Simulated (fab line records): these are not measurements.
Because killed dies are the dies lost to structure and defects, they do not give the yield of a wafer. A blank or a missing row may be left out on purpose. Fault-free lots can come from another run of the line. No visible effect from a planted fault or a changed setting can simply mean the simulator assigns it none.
Which tool was responsible? ; flow nand_harc ; 24 lots with 72 wafers sampled at 6 steps, on a route of 1159 steps

## WHAT THE GAUGES READ, wafer by wafer
The record lacks any reading of a measuring or inspecting step that a usual standard deviation could be used to judge.

## WHAT TOOL EACH LOT RAN ON (gives the tool, then ch and the chambers of the sampled wafers, and finally the start)
lot;NHARC_A_STAIRCASE_ETCH_13;NHARC_A_STAIRCASE_ETCH_19;NHARC_A_STAIRCASE_ETCH_23;NHARC_A_STAIRCASE_TRIM_193;NHARC_A_STAIRCASE_ETCH_199;NHARC_A_STAIRCASE_TRIM_200
L075;rie_diel-02 ch 0,2,3, no start;rie_diel-02 ch 0,1,3, no start;rie_diel-02 ch 0,2,3, no start;rie_diel-05 ch 0,1, no start;rie_diel-05 ch 0,2, no start;rie_diel-05 ch 1,2,3, no start
L074;rie_diel-04 ch 0,1,3, no start;rie_diel-04 ch 0,1, no start;rie_diel-04 ch 0,3, no start;rie_diel-05 ch 0,1, no start;rie_diel-02 ch 1,2,3, no start;rie_diel-02 ch 0,1,2, no start
L076;rie_diel-05 ch 0,1, no start;rie_diel-05 ch 0,2, no start;rie_diel-04 ch 0,1,2, no start;rie_diel-04 ch 0,2, no start;rie_diel-04 ch 1,3, no start;rie_diel-04 ch 0,1, no start
L077;rie_diel-02 ch 0,1,3, no start;rie_diel-02 ch 0,2,3, no start;rie_diel-04 ch 0,1,3, no start;rie_diel-05 ch 0,2,3, no start;rie_diel-05 ch 0,1,3, no start;rie_diel-05 ch 1,2,3, no start
L080;rie_diel-02 ch 1,2, no start;rie_diel-02 ch 0,1,3, no start;rie_diel-05 ch 0,1,2, no start;rie_diel-02 ch 0,1,3, no start;rie_diel-04 ch 0,3, no start;rie_diel-04 ch 1,2, no start
L078;rie_diel-02 ch 0,2,3, no start;rie_diel-02 ch 0,1,3, no start;rie_diel-02 ch 0,1,2, no start;rie_diel-02 ch 0,1,2, no start;rie_diel-05 ch 0,2,3, no start;rie_diel-05 ch 1,2,3, no start
L079;rie_diel-05 ch 1,2, no start;rie_diel-05 ch 0,1,3, no start;rie_diel-05 ch 0,1, no start;rie_diel-02 ch 1,2,3, no start;rie_diel-04 ch 0,1, no start;rie_diel-04 ch 0,2,3, no start
L081;rie_diel-02 ch 1,2, no start;rie_diel-02 ch 1,2,3, no start;rie_diel-02 ch 0,1,3, no start;rie_diel-05 ch 0,2, no start;rie_diel-05 ch 1,2,3, no start;rie_diel-05 ch 0,2,3, no start
L082;rie_diel-05 ch 1,2,3, no start;rie_diel-05 ch 0,1,3, no start;rie_diel-05 ch 1,2,3, no start;rie_diel-02 ch 0,1,2, no start;rie_diel-02 ch 0,1,3, no start;rie_diel-02 ch 0,2,3, no start
L083;rie_diel-02 ch 1,2, no start;rie_diel-02 ch 0,3, no start;rie_diel-05 ch 1,2,3, no start;rie_diel-02 ch 0,3, no start;rie_diel-02 ch 0,2,3, no start;rie_diel-02 ch 0,1,3, no start
L084;rie_diel-04 ch 0,1,2, no start;rie_diel-04 ch 0,1, no start;rie_diel-04 ch 0,2,3, no start;rie_diel-05 ch 0,1,3, no start;rie_diel-04 ch 0,1,2, no start;rie_diel-04 ch 0,1,3, no start
L086;rie_diel-02 ch 1,2, no start;rie_diel-02 ch 0,3, no start;rie_diel-02 ch 0,2,3, no start;rie_diel-05 ch 1,2,3, no start;rie_diel-02 ch 1,2, no start;rie_diel-02 ch 0,1,3, no start
L087;rie_diel-05 ch 0,1,2, no start;rie_diel-05 ch 1,2,3, no start;rie_diel-02 ch 1,2,3, no start;rie_diel-02 ch 0,1,2, no start;rie_diel-02 ch 1,2,3, no start;rie_diel-02 ch 0,1,3, no start
L085;rie_diel-05 ch 0,1,3, no start;rie_diel-05 ch 2,3, no start;rie_diel-05 ch 0,1,3, no start;rie_diel-05 ch 0,2,3, no start;rie_diel-05 ch 1,2, no start;rie_diel-05 ch 1,2, no start
L088;rie_diel-02 ch 0,1,2, no start;rie_diel-02 ch 0,2,3, no start;rie_diel-05 ch 1,2,3, no start;rie_diel-04 ch 1,2, no start;rie_diel-05 ch 1,2,3, no start;rie_diel-05 ch 1,2,3, no start
L089;rie_diel-05 ch 0,2,3, no start;rie_diel-05 ch 2,3, no start;rie_diel-05 ch 0,1,3, no start;rie_diel-04 ch 1,3, no start;rie_diel-04 ch 0,3, no start;rie_diel-04 ch 0,2,3, no start
L091;rie_diel-04 ch 2,3, no start;rie_diel-04 ch 0,1, no start;rie_diel-04 ch 0,1, no start;rie_diel-04 ch 1,2,3, no start;rie_diel-04 ch 1,2, no start;rie_diel-04 ch 1,2,3, no start
L093;rie_diel-02 ch 0,1, no start;rie_diel-02 ch 1,3, no start;rie_diel-02 ch 0,2, no start;rie_diel-04 ch 0,1, no start;rie_diel-02 ch 1,3, no start;rie_diel-02 ch 0,3, no start
L090;rie_diel-02 ch 0,1,2, no start;rie_diel-02 ch 1,2,3, no start;rie_diel-02 ch 1,3, no start;rie_diel-04 ch 2,3, no start;rie_diel-02 ch 1,2, no start;rie_diel-02 ch 2,3, no start
L092;rie_diel-04 ch 1,3, no start;rie_diel-04 ch 0,2,3, no start;rie_diel-04 ch 0,1, no start;rie_diel-02 ch 0,1,3, no start;rie_diel-02 ch 1,3, no start;rie_diel-02 ch 1,3, no start
L095;rie_diel-02 ch 1,2, no start;rie_diel-02 ch 0,2,3, no start;rie_diel-04 ch 0,1, no start;rie_diel-04 ch 0,2, no start;rie_diel-05 ch 0,2, no start;rie_diel-05 ch 1,2,3, no start
L094;rie_diel-02 ch 0,1, no start;rie_diel-02 ch 1,2,3, no start;rie_diel-04 ch 0,1, no start;rie_diel-02 ch 1,2,3, no start;rie_diel-02 ch 1,3, no start;rie_diel-02 ch 1,2, no start
L096;rie_diel-02 ch 0,1,2, no start;rie_diel-02 ch 0,1,3, no start;rie_diel-02 ch 1,2,3, no start;rie_diel-02 ch 0,1,2, no start;rie_diel-04 ch 0,2,3, no start;rie_diel-04 ch 0,1,2, no start
L097;rie_diel-05 ch 0,1,2, no start;rie_diel-05 ch 1,2,3, no start;rie_diel-05 ch 0,1,2, no start;rie_diel-02 ch 0,1,3, no start;rie_diel-05 ch 0,1,3, no start;rie_diel-05 ch 1,2,3, no start
- NHARC_A_STAIRCASE_ETCH_13: etches the open film in C4F8/O2, target depth 100 nm, time 40.5 s.
- NHARC_A_STAIRCASE_ETCH_19: etches the open film in C4F8/O2, target depth 100 nm, time 40.5 s.
- NHARC_A_STAIRCASE_ETCH_23: etches the open film in C4F8/O2, target depth 100 nm, time 40.5 s.
- NHARC_A_STAIRCASE_TRIM_193: chemistry O2, time 211.2 s.
- NHARC_A_STAIRCASE_ETCH_199: etches the open film in C4F8/O2, target depth 100 nm, time 40.5 s.
- NHARC_A_STAIRCASE_TRIM_200: chemistry O2, time 211.2 s.

## WHAT THE TOOLS THEMSELVES READ (means of the sampled wafers that have a number; where no wafer has one, the mark that the record gives instead)
NHARC_A_STAIRCASE_ETCH_13. Usual: oes_product_au 0.931 a.u., standard deviation 0.014; rf_vpp_V 897 V, standard deviation 4.4.
lot;tool;oes_product_au (a.u.);rf_vpp_V (V);flag
L075;rie_diel-02;0.941;900;
L074;rie_diel-04;0.956;900;
L076;rie_diel-05;0.936;891;
L077;rie_diel-02;0.939;898;
L080;rie_diel-02;0.917;898;
L078;rie_diel-02;0.925;900;
L079;rie_diel-05;0.936;894;
L081;rie_diel-02;0.924;898;
L082;rie_diel-05;0.927;895;
L083;rie_diel-02;0.914;897;
L084;rie_diel-04;0.955;898;
L086;rie_diel-02;0.924;897;
L087;rie_diel-05;0.916;892;
L085;rie_diel-05;0.931;893;
L088;rie_diel-02;0.920;900;
L089;rie_diel-05;0.918;895;
L091;rie_diel-04;0.940;898;
L093;rie_diel-02;0.951;898;
L090;rie_diel-02;0.925;900;
L092;rie_diel-04;0.936;901;
L095;rie_diel-02;0.935;895;
L094;rie_diel-02;0.920;899;
L096;rie_diel-02;0.926;900;
L097;rie_diel-05;0.916;891;

NHARC_A_STAIRCASE_ETCH_19. Usual: oes_product_au 0.936 a.u., standard deviation 0.0099; rf_vpp_V 897 V, standard deviation 4.6.
lot;tool;oes_product_au (a.u.);rf_vpp_V (V);flag
L075;rie_diel-02;0.953;897;
L074;rie_diel-04;0.938;901;
L076;rie_diel-05;0.930;893;
L077;rie_diel-02;0.943;900;
L080;rie_diel-02;0.940;898;
L078;rie_diel-02;0.943;897;
L079;rie_diel-05;0.921;894;
L081;rie_diel-02;0.938;896;
L082;rie_diel-05;0.933;894;
L083;rie_diel-02;0.937;899;
L084;rie_diel-04;0.923;897;
L086;rie_diel-02;0.948;897;
L087;rie_diel-05;0.934;895;
L085;rie_diel-05;0.928;897;
L088;rie_diel-02;0.942;899;
L089;rie_diel-05;0.922;898;
L091;rie_diel-04;0.934;900;
L093;rie_diel-02;0.938;894;
L090;rie_diel-02;0.936;897;
L092;rie_diel-04;0.931;897;
L095;rie_diel-02;0.944;899;
L094;rie_diel-02;0.932;897;
L096;rie_diel-02;0.940;897;
L097;rie_diel-05;0.927;895;

NHARC_A_STAIRCASE_ETCH_23. Usual: oes_product_au 0.939 a.u., standard deviation 0.012; rf_vpp_V 897 V, standard deviation 4.5.
lot;tool;oes_product_au (a.u.);rf_vpp_V (V);flag
L075;rie_diel-02;0.939;900;
L074;rie_diel-04;0.944;895;
L076;rie_diel-04;0.955;898;
L077;rie_diel-04;0.940;899;
L080;rie_diel-05;0.945;892;
L078;rie_diel-02;0.941;900;
L079;rie_diel-05;0.933;892;
L081;rie_diel-02;0.942;898;
L082;rie_diel-05;0.933;895;
L083;rie_diel-05;0.949;895;
L084;rie_diel-04;0.930;896;
L086;rie_diel-02;0.951;899;
L087;rie_diel-02;0.937;897;
L085;rie_diel-05;0.938;894;
L088;rie_diel-05;0.934;895;
L089;rie_diel-05;0.911;893;
L091;rie_diel-04;0.937;896;
L093;rie_diel-02;0.928;902;
L090;rie_diel-02;0.943;895;
L092;rie_diel-04;0.927;896;
L095;rie_diel-04;0.934;901;
L094;rie_diel-04;0.935;896;
L096;rie_diel-02;0.947;896;
L097;rie_diel-05;0.947;892;

NHARC_A_STAIRCASE_TRIM_193. Usual: drypump_motor_current_A 5.6 A, standard deviation 0.47; oes_product_au 0.998 a.u., standard deviation 0.0078; rf_vpp_V 57.9 V, standard deviation 0.94; showerhead_plenum_p_Torr 3.55 Torr, standard deviation 0.12; throttle_valve_pct 17.035 %, standard deviation 0.0085.
lot;tool;drypump_motor_current_A (A);oes_product_au (a.u.);rf_vpp_V (V);showerhead_plenum_p_Torr (Torr);throttle_valve_pct (%);flag
L075;rie_diel-05;6.1;0.995;58.5;3.40;17.035;
L074;rie_diel-05;6.1;0.990;57.5;3.40;17.030;
L076;rie_diel-04;5.3;1.005;58.2;3.47;17.031;
L077;rie_diel-05;5.3;0.996;58.3;3.52;17.047;
L080;rie_diel-02;5.4;1.002;58.6;3.57;17.027;
L078;rie_diel-02;5.9;1.003;58.6;3.64;17.034;
L079;rie_diel-02;5.6;1.002;58.4;3.56;17.034;
L081;rie_diel-05;5.4;0.990;58.8;3.45;17.034;
L082;rie_diel-02;5.9;0.997;58.0;3.64;17.032;
L083;rie_diel-02;5.2;1.006;57.7;3.57;17.030;
L084;rie_diel-05;5.6;0.988;56.5;3.47;17.027;
L086;rie_diel-05;5.7;0.990;57.0;3.50;17.041;
L087;rie_diel-02;5.9;0.992;58.1;3.63;17.046;
L085;rie_diel-05;5.3;0.997;57.3;3.51;17.033;
L088;rie_diel-04;5.3;0.998;58.0;3.62;17.037;
L089;rie_diel-04;5.7;1.006;57.8;3.72;17.032;
L091;rie_diel-04;5.5;0.995;57.3;3.64;17.041;
L093;rie_diel-04;5.5;1.000;57.5;3.65;17.031;
L090;rie_diel-04;5.5;1.002;58.2;3.59;17.037;
L092;rie_diel-02;5.5;1.002;58.1;3.56;17.033;
L095;rie_diel-04;5.3;1.004;58.8;3.46;17.042;
L094;rie_diel-02;5.6;0.997;57.9;3.54;17.035;
L096;rie_diel-02;5.9;1.000;57.1;3.62;17.036;
L097;rie_diel-02;5.5;0.995;58.3;3.55;17.036;

NHARC_A_STAIRCASE_ETCH_199. Usual: oes_product_au 0.940 a.u., standard deviation 0.01; rf_vpp_V 897 V, standard deviation 4.5.
lot;tool;oes_product_au (a.u.);rf_vpp_V (V);flag
L075;rie_diel-05;0.941;893;
L074;rie_diel-02;0.946;897;
L076;rie_diel-04;0.931;904;
L077;rie_diel-05;0.946;895;
L080;rie_diel-04;0.949;895;
L078;rie_diel-05;0.924;895;
L079;rie_diel-04;0.955;897;
L081;rie_diel-05;0.928;895;
L082;rie_diel-02;0.937;898;
L083;rie_diel-02;0.944;900;
L084;rie_diel-04;0.958;898;
L086;rie_diel-02;0.933;899;
L087;rie_diel-02;0.941;897;
L085;rie_diel-05;0.939;892;
L088;rie_diel-05;0.938;895;
L089;rie_diel-04;0.942;898;
L091;rie_diel-04;0.936;902;
L093;rie_diel-02;0.950;895;
L090;rie_diel-02;0.933;900;
L092;rie_diel-02;0.942;894;
L095;rie_diel-05;0.959;893;
L094;rie_diel-02;0.939;894;
L096;rie_diel-04;0.946;896;
L097;rie_diel-05;0.938;894;

NHARC_A_STAIRCASE_TRIM_200. Usual: drypump_motor_current_A 5.6 A, standard deviation 0.46; oes_product_au 0.996 a.u., standard deviation 0.008; rf_vpp_V 57.8 V, standard deviation 0.94; showerhead_plenum_p_Torr 3.55 Torr, standard deviation 0.13; throttle_valve_pct 17.036 %, standard deviation 0.0087.
lot;tool;drypump_motor_current_A (A);oes_product_au (a.u.);rf_vpp_V (V);showerhead_plenum_p_Torr (Torr);throttle_valve_pct (%);flag
L075;rie_diel-05;5.8;0.986;57.8;3.51;17.030;
L074;rie_diel-02;5.9;0.990;58.1;3.64;17.034;
L076;rie_diel-04;5.5;1.010;58.1;3.66;17.029;
L077;rie_diel-05;5.7;0.988;58.5;3.51;17.040;
L080;rie_diel-04;5.4;1.000;58.2;3.70;17.031;
L078;rie_diel-05;5.7;0.989;57.7;3.51;17.038;
L079;rie_diel-04;5.4;1.000;57.3;3.54;17.033;
L081;rie_diel-05;5.3;0.993;57.4;3.52;17.038;
L082;rie_diel-02;5.6;0.999;57.8;3.63;17.036;
L083;rie_diel-02;5.5;1.004;57.6;3.57;17.042;
L084;rie_diel-04;5.6;0.994;57.8;3.61;17.041;
L086;rie_diel-02;5.5;0.994;57.8;3.56;17.038;
L087;rie_diel-02;5.5;1.002;57.5;3.56;17.025;
L085;rie_diel-05;6.2;0.992;57.0;3.42;17.036;
L088;rie_diel-05;5.7;0.988;57.8;3.50;17.042;
L089;rie_diel-04;5.4;1.005;57.8;3.53;17.038;
L091;rie_diel-04;5.5;1.001;57.6;3.64;17.038;
L093;rie_diel-02;5.2;1.006;57.3;3.56;17.046;
L090;rie_diel-02;5.4;1.004;58.4;3.54;17.034;
L092;rie_diel-02;5.2;1.004;58.0;3.48;17.039;
L095;rie_diel-05;5.7;0.992;57.1;3.49;17.039;
L094;rie_diel-02;6.0;0.998;58.7;3.54;17.033;
L096;rie_diel-04;5.4;0.992;57.9;3.57;17.037;
L097;rie_diel-05;5.7;0.996;57.0;3.49;17.036;

## THE ANSWER, worked out from the rows above alone
Rule: take the mean of a lot's wafers that have a number; if it is more than 3 standard deviations from the usual mean, the lot is off. A lot without any number at a reading at which 4 lots or more have one is off too. The other lots that the step has rows for count as sound. The gauges are gone through in route order, then the tools' own readings, and for those a lot's mean is taken as printed above. At the first step where some lot is off, the reading lying furthest off is the one used; lots without a number count as furthest.
Across all readings shown, no lot is off: no conclusion can be drawn from this.

## WHAT THE SIMULATOR HAD INSERTED
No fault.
